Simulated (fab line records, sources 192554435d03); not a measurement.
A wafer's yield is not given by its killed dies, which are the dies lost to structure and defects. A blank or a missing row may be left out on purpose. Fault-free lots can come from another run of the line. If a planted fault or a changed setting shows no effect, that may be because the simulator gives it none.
Matching of chambers	flow n5_finfet	4 sister chambers for N5_MOL_CONTACT_COAG_STRIP_98 on rie_diel-02
The step strips in N2/H2. 16 wafers are shown with their chamber, then 8 later ones without.

WAFERS, EACH WITH ITS CHAMBER
wafer	chamber	showerhead_plenum_p_Torr (Torr)	throttle_valve_pct (%)	oes_product_au (a.u.)
L076.3	2	3.41	18.8	0.82
L076.4	3	3.32	18.8	0.74
L076.6	0	3.36	18.5	0.81
L077.3	1	3.54	18.0	0.86
L077.4	0	3.36	18.5	0.81
L077.6	1	3.54	18.0	0.87
L079.1	2	3.40	18.9	0.80
L079.2	1	3.53	18.0	0.86
L079.4	0	3.36	18.5	0.81
L083.1	3	3.32	18.9	0.73
L083.4	2	3.40	18.9	0.81
L083.5	0	3.35	18.5	0.80
L082.1	1	3.53	18.0	0.85
L082.2	0	3.35	18.5	0.80
L082.6	1	3.53	18.0	0.85
L085.2	2	3.39	18.9	0.79

SIGNATURES, as means of the wafers listed above
reading	chamber 0	chamber 1	chamber 2	chamber 3	scatter within a chamber
showerhead_plenum_p_Torr	3.3560	3.5340	3.4000	3.3200	0.00606
throttle_valve_pct	18.500	18.000	18.875	18.850	0.0323
oes_product_au	0.8060	0.8580	0.8050	0.7350	0.0089
Rule: distance of a wafer from a chamber = root of the sum over the readings of ((wafer's reading minus chamber's mean) / reading's scatter) squared. If the next closest chamber is less than 2 further off than the closest, the wafer can't be placed; otherwise it belongs to the closest. The scatter: the root of (the sum of the squares of (reading less its chamber's mean) over the shown wafers, divided by (wafers less chambers)).

WAFERS WITH NO CHAMBER GIVEN
wafer	showerhead_plenum_p_Torr (Torr)	throttle_valve_pct (%)	oes_product_au (a.u.)
L085.4	3.35	18.5	0.79
L085.5	3.39	18.9	0.78
L095.1	3.34	18.6	0.78
L095.3	3.38	19.0	0.77
L095.4	3.51	18.1	0.82
L097.1	3.38	19.0	0.76
L097.5	3.38	19.0	0.77
L097.6	3.30	18.9	0.70

WHICH CHAMBER EACH ONE RAN IN
wafer	from the rows above	in truth
L085.4	0	0
L085.5	2	2
L095.1	0	0
L095.3	2	2
L095.4	1	1
L097.1	2	2
L097.5	2	2
L097.6	3	3
Correctly placed: 8 of 8. From these rows, 0 cannot be placed. 0 placed wrongly.
